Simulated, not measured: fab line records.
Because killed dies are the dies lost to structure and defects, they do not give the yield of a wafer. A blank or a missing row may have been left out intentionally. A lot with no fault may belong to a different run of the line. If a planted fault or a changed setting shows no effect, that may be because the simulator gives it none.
fab line records	flow n5_finfet	part 1 of 2: steps 1 to 4 of 6
record lots=20	wafers=60	last_day=17
route steps=1938 shown WELL_APT@44 FIN_SAQP@99
lots that met no fault: taken from a fault-free run of the same line
start_h: the number of hours between the record's first day and the start of the first shown wafer of the lot	wait_h: how many hours have passed since the lot's step before this one	" unchanged from the row above	L1.1+2: one row covering several wafers at once	- no value, or no start given	* or withheld: withheld	< > ~ a bound
route shown NAME@n: a module of which the file shows steps, and the number in the route of the first	usual: average and standard deviation across the fault-free wafers	same: alike in all rows	chamber/n: place in a boat	sites: per-site readings	_std_site: how widely they spread, as a standard deviation	_edge_site: outer sites' mean less inner sites'	radius_mm: for every site, how far away it sits from the centre of the wafer	mask NAME#n: copy n	behind: the last tool/chamber to shape the wafer	hold: why the lot went on hold/how many hours it stayed there/how the hold came to an end	device: transistor that didn't switch, given as n, p or np	end of line: the same wafers' tests at the end of the route	a step without rows: its recipe alone	killed: count of dies lost to structure and defects at first sort (not the wafer's yield)	map: a wafer's dies, marking killed ones x, the rest . and places with no die _
set.NAME: setting as actually run; set.NAME@STEP: the setting as run at that earlier step	model.NAME: the simulator's own value behind a step, which no gauge read
steps of the route over a sample of lots; a table a step, a row a wafer
services: when a tool's chamber went out of use (start_h, in hours from the record's first day, below 0 if earlier), for how many hours, and the reason
## steps
# step N5_WELL_APT_OVL_MEAS_26
# recipe points_per_wafer=44
# usual PWELL_OVL=0/4.9
lot.wafer	tool	chamber	start_h	wait_h	PWELL_OVL[nm]
L074.3	overlay-01	0	15.29	0.0	-9
L074.4	"	0	"	"	-8
L074.5	"	0	"	"	-6
L075.1	overlay-01	0	21.20	0.0	-6
L075.2	"	0	"	"	3
L075.3	"	0	"	"	-2
L077.1	overlay-02	0	32.96	0.0	-1
L077.3	"	0	"	"	-1
L077.6	"	0	"	"	6
L078.1	overlay-02	0	38.96	0.0	3
L078.5	"	0	"	"	1
L078.6	"	0	"	"	2
L080.2	overlay-02	0	50.86	0.0	-4
L080.4	"	0	"	"	-4
L080.6	"	0	"	"	-1
L081.2	overlay-02	0	57.00	0.0	0
L081.3	"	0	"	"	3
L081.4	"	0	"	"	3
L082.2	overlay-02	0	63.57	0.0	5
L082.3	"	0	"	"	1
L082.6	"	0	"	"	5
L083.1	overlay-02	0	69.04	0.0	1
L083.4	"	0	"	"	2
L083.5	"	0	"	"	3
L084.1	overlay-01	0	75.64	0.0	0
L084.3	"	0	"	"	7
L084.6	"	0	"	"	-2
L085.2	overlay-01	0	80.84	0.0	-4
L085.3	"	0	"	"	-1
L085.6	"	0	"	"	-13
L086.1	overlay-02	0	87.27	0.0	7
L086.3	"	0	"	"	4
L086.4	"	0	"	"	4
L087.1	overlay-01	0	93.74	0.0	-2
L087.2	"	0	"	"	-3
L087.3	"	0	"	"	-4
L088.1	overlay-01	0	98.90	0.0	-5
L088.4	"	0	"	"	-17
L088.5	"	0	"	"	-13
L089.2	overlay-01	0	105.17	0.0	-5
L089.5	"	0	"	"	-3
L089.6	"	0	"	"	2
L090.2	overlay-01	0	111.01	0.0	-5
L090.3	"	0	"	"	-7
L090.5	"	0	"	"	3
L092.2	overlay-02	0	123.27	0.0	3
L092.4	"	0	"	"	-1
L092.5	"	0	"	"	-1
L094.2	overlay-01	0	134.92	0.0	-3
L094.4	"	0	"	"	-2
L094.6	"	0	"	"	2
L095.1	overlay-02	0	141.65	0.0	-6
L095.2	"	0	"	"	-3
L095.4	"	0	"	"	2
L096.1	overlay-02	0	147.12	0.0	3
L096.5	"	0	"	"	-1
L096.6	"	0	"	"	1
L097.2	overlay-01	0	153.32	0.0	-3
L097.5	"	0	"	"	-6
L097.6	"	0	"	"	-8
# step N5_FIN_SAQP_PECVD_48
# recipe material=SiNx	target_thk_a=250	temp_c=400	precursor=SiH4/NH3/N2	pressure_torr=1.5	rf_w=300	time_s=22.1
# usual chamber_pressure_Torr=1.501/0.0032	heater_power_w=766/95	rf_fwd_power_W=296.3/1.4	showerhead_plenum_p_Torr=5.19/0.05	throttle_valve_pct=40.9/2
lot.wafer	tool	chamber	start_h	wait_h	chamber_pressure_Torr	heater_power_w	rf_fwd_power_W	showerhead_plenum_p_Torr	throttle_valve_pct
L074.3	pecvd-03	1	21.64	0.0	1.504	600	296.8	5.20	43.4
L074.4	"	1	"	"	1.504	602	296.6	5.21	43.4
L074.5	"	0	"	"	1.505	874	295.7	5.12	38.6
L075.1	pecvd-04	2	27.99	0.0	1.496	810	298.7	5.20	36.6
L075.2	"	0	"	"	1.502	890	298.0	5.19	39.3
L075.3	"	1	"	"	1.501	702	294.6	5.20	41.8
L077.1	pecvd-01	1	39.86	0.0	1.499	675	294.7	5.20	40.0
L077.3	"	2	"	"	1.503	689	294.8	5.19	41.3
L077.6	"	2	"	"	1.505	676	294.3	5.21	41.6
L078.1	pecvd-03	2	46.13	0.0	1.494	751	299.2	5.12	40.7
L078.5	"	2	"	"	1.500	727	297.1	5.12	40.5
L078.6	"	0	"	"	1.495	830	296.6	5.13	39.0
L080.2	pecvd-04	0	57.88	0.0	1.506	939	297.1	5.21	39.4
L080.4	"	0	"	"	1.498	933	299.1	5.19	39.6
L080.6	"	0	"	"	1.499	920	296.9	5.18	39.4
L081.2	pecvd-01	1	63.68	0.0	1.496	771	293.6	5.22	39.9
L081.3	"	0	"	"	1.506	903	297.6	5.30	43.7
L081.4	"	1	"	"	1.501	779	295.0	5.20	39.8
L082.2	pecvd-04	2	70.23	0.0	1.499	825	297.0	5.20	36.8
L082.3	"	1	"	"	1.502	698	295.7	5.20	42.0
L082.6	"	0	"	"	1.500	835	298.7	5.18	39.4
L083.1	pecvd-03	2	74.98	0.0	1.502	653	296.9	5.13	40.5
L083.4	"	1	"	"	1.498	667	299.3	5.21	43.1
L083.5	"	0	"	"	1.498	828	295.9	5.14	39.1
L084.1	pecvd-04	0	83.15	0.0	1.502	909	298.6	5.17	39.7
L084.3	"	1	"	"	1.503	644	296.2	5.21	41.6
L084.6	"	0	"	"	1.499	930	298.1	5.18	39.5
L085.2	pecvd-01	0	87.73	0.0	1.499	933	296.8	5.29	44.0
L085.3	"	2	"	"	1.501	698	295.7	5.21	41.6
L085.6	"	1	"	"	1.497	767	295.0	5.19	39.9
L086.1	pecvd-03	1	93.53	0.0	1.493	719	297.3	5.20	43.2
L086.3	"	0	"	"	1.493	887	296.4	5.14	39.3
L086.4	"	0	"	"	1.504	928	295.6	5.13	38.7
L087.1	pecvd-03	0	102.61	0.0	1.501	889	297.5	5.13	39.3
L087.2	"	1	"	"	1.501	615	296.5	5.20	43.6
L087.3	"	2	"	"	1.501	757	295.6	5.13	40.7
L088.1	pecvd-03	0	106.54	0.0	1.500	817	296.4	5.13	39.0
L088.4	"	1	"	"	1.499	707	297.8	5.19	43.3
L088.5	"	0	"	"	1.497	802	294.6	5.13	39.1
L089.2	pecvd-03	0	111.58	0.0	1.496	773	298.4	5.12	38.8
L089.5	"	2	"	"	1.497	723	295.8	5.14	40.7
L089.6	"	0	"	"	1.508	772	297.7	5.13	39.5
L090.2	pecvd-03	2	118.23	0.0	1.499	721	295.8	5.13	40.5
L090.3	"	0	"	"	1.498	792	294.8	5.14	39.0
L090.5	"	1	"	"	1.501	674	297.5	5.20	43.6
L092.2	pecvd-03	2	128.92	0.0	1.502	738	296.5	5.13	40.5
L092.4	"	0	"	"	1.499	739	296.3	5.14	39.3
L092.5	"	2	"	"	1.496	736	297.1	5.14	40.7
L094.2	pecvd-01	1	141.08	0.0	1.501	753	293.7	5.22	40.2
L094.4	"	0	"	"	1.503	864	296.3	5.29	43.6
L094.6	"	1	"	"	1.504	753	293.2	5.21	40.1
L095.1	pecvd-03	0	148.15	0.0	1.503	899	295.7	5.14	39.3
L095.2	"	2	"	"	1.496	651	297.2	5.14	40.6
L095.4	"	1	"	"	1.501	673	297.6	5.20	43.5
L096.1	pecvd-03	2	153.10	0.0	1.497	718	297.4	5.14	40.6
L096.5	"	2	"	"	1.499	737	296.0	5.13	40.8
L096.6	"	0	"	"	1.503	857	295.9	5.13	39.2
L097.2	pecvd-04	0	159.34	0.0	1.507	943	297.7	5.16	39.7
L097.5	"	0	"	"	1.503	903	297.5	5.18	40.0
L097.6	"	2	"	"	1.500	754	296.4	5.20	37.3
# step N5_FIN_SAQP_DESCUM_21
# recipe chemistry=O2	time_s=7.9	source_power_w=50	bias_power_w=20	pressure_mtorr=20	rf_frequency_hz=2.712e+07	temp_c=40	resist=CAR-ArF	o2_flow_sccm=225
# usual drypump_motor_current_A=5.56/0.29	o2_flow_sccm=225.0/0.71	oes_product_au=0.79/0.089	rf_fwd_power_W=49.44/0.2	rf_vpp_V=242.9/1.3	showerhead_plenum_p_Torr=2.07/0.06	throttle_valve_pct=20.42/0.24
lot.wafer	tool	chamber	start_h	wait_h	drypump_motor_current_A	o2_flow_sccm	oes_product_au	rf_fwd_power_W	rf_hours_counter_h	rf_vpp_V	showerhead_plenum_p_Torr	throttle_valve_pct
L074.3	rie_diel-06	1	22.29	0.1	5.38	225.7	0.69	49.36	235	243.5	2.15	20.66
L074.4	"	3	"	"	5.94	225.5	0.73	49.41	156	241.4	2.01	20.57
L074.5	"	1	"	"	5.38	226.2	0.69	49.32	-	245.3	2.15	20.64
L075.1	rie_diel-02	2	28.72	0.1	5.68	224.7	0.75	49.08	156	243.0	2.07	20.47
L075.2	"	0	"	"	5.67	224.1	0.75	49.37	161	242.2	1.98	20.38
L075.3	"	1	"	"	5.21	225.9	0.81	49.54	77	244.0	2.03	20.83
L077.1	rie_diel-03	3	40.44	0.0	5.94	224.1	0.78	49.25	116	246.4	2.06	20.01
L077.3	"	0	"	"	5.09	224.5	0.72	49.59	189	245.0	2.17	20.28
L077.6	"	0	"	"	5.09	223.5	0.72	49.65	-	244.3	2.17	20.28
L078.1	rie_diel-02	2	46.84	0.0	5.70	224.2	0.74	49.38	161	243.6	2.07	20.50
L078.5	"	0	"	"	5.68	224.8	0.75	49.26	-	240.8	1.97	20.39
L078.6	"	3	"	"	5.76	225.0	0.71	49.37	-	241.4	2.07	20.68
L080.2	rie_diel-06	3	59.10	0.5	5.94	224.0	0.72	49.70	172	240.4	2.00	20.58
L080.4	"	3	"	"	5.93	224.4	0.72	49.51	-	239.9	2.00	20.61
L080.6	"	2	"	"	5.53	224.9	0.91	49.32	-	244.1	2.12	20.26
L081.2	rie_diel-02	2	64.32	0.0	5.68	225.2	0.74	49.31	168	243.7	2.07	20.49
L081.3	"	1	"	"	5.24	224.7	0.80	49.43	88	240.8	2.03	20.85
L081.4	"	3	"	"	5.74	224.6	0.70	49.81	229	244.0	2.07	20.68
L082.2	rie_diel-03	3	70.94	0.0	5.88	226.0	0.78	49.38	126	244.2	2.06	20.02
L082.3	"	2	"	"	5.73	225.8	0.99	49.43	8	243.4	2.13	20.11
L082.6	"	1	"	"	5.20	224.6	0.84	49.56	-	242.7	2.06	20.43
L083.1	rie_diel-02	0	75.87	0.2	5.68	225.7	0.74	49.17	174	241.9	1.97	20.44
L083.4	"	2	"	"	5.71	224.4	0.74	49.70	173	243.9	2.06	20.51
L083.5	"	1	"	"	5.23	226.6	0.79	49.42	-	242.5	2.02	20.86
L084.1	rie_diel-02	1	84.05	0.2	5.26	225.1	0.79	49.47	95	241.4	2.02	20.85
L084.3	"	0	"	"	5.69	225.0	0.73	49.12	176	241.5	1.97	20.42
L084.6	"	0	"	"	5.71	225.3	0.74	49.10	-	242.8	1.97	20.41
L085.2	rie_diel-06	3	88.51	0.1	5.93	225.8	0.71	49.33	186	241.6	2.00	20.61
L085.3	"	2	"	"	5.55	226.5	0.89	49.40	42	244.6	2.12	20.27
L085.6	"	3	"	"	5.93	225.2	0.70	49.32	-	241.5	2.00	20.61
L086.1	rie_diel-06	2	94.24	0.0	5.52	225.6	0.90	49.67	45	243.4	2.12	20.30
L086.3	"	1	"	"	5.42	224.9	0.97	49.02	5	244.2	2.14	20.26
L086.4	"	2	"	"	5.52	226.0	0.89	49.49	-	244.7	2.12	20.29
L087.1	rie_diel-06	2	103.42	0.1	5.53	225.0	0.88	49.68	50	242.9	2.12	20.29
L087.2	"	1	"	"	5.41	225.3	0.95	49.04	10	243.4	2.14	20.29
L087.3	"	3	"	"	5.93	226.1	0.71	49.51	193	241.6	1.99	20.62
L088.1	rie_diel-03	2	107.43	0.2	5.69	225.7	0.94	49.72	20	244.2	2.13	20.13
L088.4	"	0	"	"	5.08	224.8	0.70	49.27	212	242.4	2.16	20.31
L088.5	"	1	"	"	5.22	224.2	0.83	49.67	-	239.8	2.05	20.46
L089.2	rie_diel-03	1	112.47	0.3	5.22	224.6	0.82	49.41	89	243.1	2.05	20.47
L089.5	"	3	"	"	5.93	224.2	0.76	49.61	-	244.0	2.06	20.06
L089.6	"	0	"	"	5.11	225.0	0.70	49.77	-	243.3	2.16	20.30
L090.2	rie_diel-02	1	118.82	0.0	5.22	226.1	0.78	49.82	105	240.4	2.02	20.87
L090.3	"	0	"	"	5.72	224.7	0.74	49.24	190	240.9	1.97	20.41
L090.5	"	1	"	"	5.21	225.6	0.79	49.67	-	242.8	2.02	20.86
L092.2	rie_diel-06	1	129.77	0.2	5.43	225.9	0.92	49.26	19	243.6	2.14	20.29
L092.4	"	0	"	"	5.98	224.0	0.89	49.31	19	242.3	2.04	20.14
L092.5	"	1	"	"	5.42	224.7	0.91	49.51	-	244.1	2.14	20.29
L094.2	rie_diel-03	1	141.67	0.0	5.20	224.8	0.81	49.07	100	241.6	2.05	20.47
L094.4	"	2	"	"	5.74	224.5	0.93	49.63	32	243.6	2.12	20.14
L094.6	"	0	"	"	5.10	224.7	0.69	49.55	-	244.0	2.16	20.31
L095.1	rie_diel-03	0	148.91	0.1	5.11	225.1	0.69	49.35	226	243.9	2.16	20.34
L095.2	"	2	"	"	5.75	224.2	0.92	49.51	34	245.1	2.12	20.14
L095.4	"	1	"	"	5.22	225.2	0.80	49.62	101	242.3	2.05	20.48
L096.1	rie_diel-02	1	154.11	0.3	5.20	225.4	0.77	49.58	123	240.7	2.01	20.90
L096.5	"	1	"	"	5.20	225.0	0.77	49.50	-	242.0	2.01	20.90
L096.6	"	2	"	"	5.68	225.5	0.71	49.32	-	243.0	2.05	20.54
L097.2	rie_diel-02	3	160.05	0.0	5.74	224.5	0.97	49.60	5	243.5	2.06	20.37
L097.5	"	0	"	"	5.69	226.7	0.72	49.15	-	242.0	1.96	20.45
L097.6	"	1	"	"	5.19	226.0	0.76	49.54	-	241.7	2.01	20.90
# step N5_FIN_SAQP_HM_OPEN_73
# recipe chemistry=CHF3/O2	target=SiO2	stop_on=a-Si	target_depth_a=120	over_etch_frac=1.8	mask_material=SOC	time_s=16.8	pressure_mtorr=30	source_w=650	bias_w=170	Ar_flow_sccm=200	CHF3_flow_sccm=50	O2_flow_sccm=5	ion_energy_ev=200	ends=end_point
# usual drypump_motor_current_A=5.56/0.29	oes_product_au=0.47/0.051	rf_fwd_power_W=645.3/2.3	rf_vpp_V=522/16	showerhead_plenum_p_Torr=2.39/0.069	throttle_valve_pct=18.83/0.23
lot.wafer	tool	chamber	start_h	wait_h	drypump_motor_current_A	oes_product_au	rf_fwd_power_W	rf_hours_counter_h	rf_vpp_V	showerhead_plenum_p_Torr	throttle_valve_pct
L074.3	rie_diel-06	1	22.48	0.0	5.42	0.42	643.5	235	524	2.48	19.08
L074.4	"	3	"	"	5.94	0.45	645.0	156	503	2.30	18.90
L074.5	"	1	"	"	5.40	0.43	643.3	-	522	2.48	19.08
L075.1	rie_diel-02	2	28.92	0.0	5.70	0.45	648.3	156	514	2.38	18.82
L075.2	"	0	"	"	5.70	0.46	642.8	161	492	2.29	18.88
L075.3	"	1	"	"	5.21	0.48	644.1	77	543	2.37	19.30
L077.1	rie_diel-03	3	40.64	0.0	5.90	0.47	647.3	116	511	2.40	18.60
L077.3	"	0	"	"	5.11	0.43	647.5	189	532	2.50	18.68
L077.6	"	0	"	"	5.09	0.44	646.0	-	534	2.50	18.69
L078.1	rie_diel-02	2	47.03	0.0	5.70	0.44	643.7	161	514	2.37	18.81
L078.5	"	0	"	"	5.70	0.46	643.8	-	493	2.29	18.88
L078.6	"	3	"	"	5.72	0.43	646.6	-	538	2.39	19.10
L080.2	rie_diel-06	3	59.29	0.0	5.92	0.44	646.2	172	502	2.30	18.92
L080.4	"	3	"	"	5.92	0.45	647.0	-	503	2.30	18.93
L080.6	"	2	"	"	5.56	0.55	647.2	-	511	2.46	18.66
L081.2	rie_diel-02	2	64.52	0.0	5.68	0.44	640.8	168	514	2.37	18.83
L081.3	"	1	"	"	5.21	0.47	647.5	88	542	2.36	19.33
L081.4	"	3	"	"	5.75	0.42	647.7	229	536	2.38	19.12
L082.2	rie_diel-03	3	71.14	0.0	5.91	0.47	645.8	126	514	2.40	18.62
L082.3	"	2	"	"	5.72	0.59	642.9	8	547	2.47	18.59
L082.6	"	1	"	"	5.25	0.51	645.0	-	536	2.33	18.60
L083.1	rie_diel-02	0	76.06	0.0	5.71	0.45	642.0	174	493	2.29	18.88
L083.4	"	2	"	"	5.65	0.44	645.3	173	512	2.37	18.85
L083.5	"	1	"	"	5.21	0.47	648.3	-	541	2.36	19.32
L084.1	rie_diel-02	1	84.25	0.0	5.23	0.48	646.2	95	542	2.36	19.34
L084.3	"	0	"	"	5.69	0.45	641.1	176	492	2.29	18.91
L084.6	"	0	"	"	5.70	0.45	641.8	-	493	2.29	18.90
L085.2	rie_diel-06	3	88.71	0.0	5.93	0.43	645.6	186	502	2.29	18.93
L085.3	"	2	"	"	5.53	0.53	640.9	42	512	2.45	18.66
L085.6	"	3	"	"	5.94	0.44	644.6	-	504	2.29	18.93
L086.1	rie_diel-06	2	94.44	0.0	5.50	0.52	648.4	45	510	2.45	18.69
L086.3	"	1	"	"	5.42	0.58	644.3	5	522	2.47	18.66
L086.4	"	2	"	"	5.52	0.53	644.4	-	513	2.45	18.69
L087.1	rie_diel-06	2	103.62	0.0	5.53	0.53	647.2	50	512	2.45	18.71
L087.2	"	1	"	"	5.41	0.56	641.7	10	520	2.47	18.68
L087.3	"	3	"	"	5.92	0.43	648.2	194	502	2.29	18.94
L088.1	rie_diel-03	2	107.62	0.0	5.71	0.57	646.8	20	545	2.46	18.61
L088.4	"	0	"	"	5.07	0.42	646.8	212	533	2.49	18.74
L088.5	"	1	"	"	5.24	0.49	645.3	-	537	2.32	18.59
L089.2	rie_diel-03	1	112.67	0.0	5.22	0.50	650.6	89	536	2.32	18.60
L089.5	"	3	"	"	5.88	0.46	645.5	-	512	2.39	18.63
L089.6	"	0	"	"	5.07	0.43	642.7	-	532	2.49	18.74
L090.2	rie_diel-02	1	119.01	0.0	5.21	0.47	646.8	105	543	2.36	19.35
L090.3	"	0	"	"	5.69	0.45	642.7	190	493	2.28	18.94
L090.5	"	1	"	"	5.22	0.47	644.4	-	542	2.35	19.34
L092.2	rie_diel-06	1	129.96	0.0	5.42	0.55	637.8	19	521	2.46	18.70
L092.4	"	0	"	"	6.07	0.55	646.0	19	523	2.34	18.47
L092.5	"	1	"	"	5.39	0.55	641.4	-	522	2.46	18.69
L094.2	rie_diel-03	1	141.87	0.0	5.23	0.50	646.8	100	537	2.32	18.61
L094.4	"	2	"	"	5.71	0.55	643.8	32	545	2.46	18.63
L094.6	"	0	"	"	5.09	0.42	644.6	-	530	2.48	18.74
L095.1	rie_diel-03	0	149.11	0.0	5.08	0.41	645.3	227	531	2.48	18.77
L095.2	"	2	"	"	5.73	0.55	646.8	34	545	2.46	18.63
L095.4	"	1	"	"	5.25	0.50	646.9	102	537	2.32	18.63
L096.1	rie_diel-02	1	154.31	0.0	5.17	0.46	646.8	123	543	2.35	19.36
L096.5	"	1	"	"	5.20	0.46	647.7	-	542	2.35	19.39
L096.6	"	2	"	"	5.73	0.43	644.1	-	511	2.36	18.87
L097.2	rie_diel-02	3	160.25	0.0	5.75	0.57	649.7	5	535	2.38	18.72
L097.5	"	0	"	"	5.71	0.44	643.7	-	494	2.28	18.94
L097.6	"	1	"	"	5.21	0.46	647.6	-	542	2.35	19.39
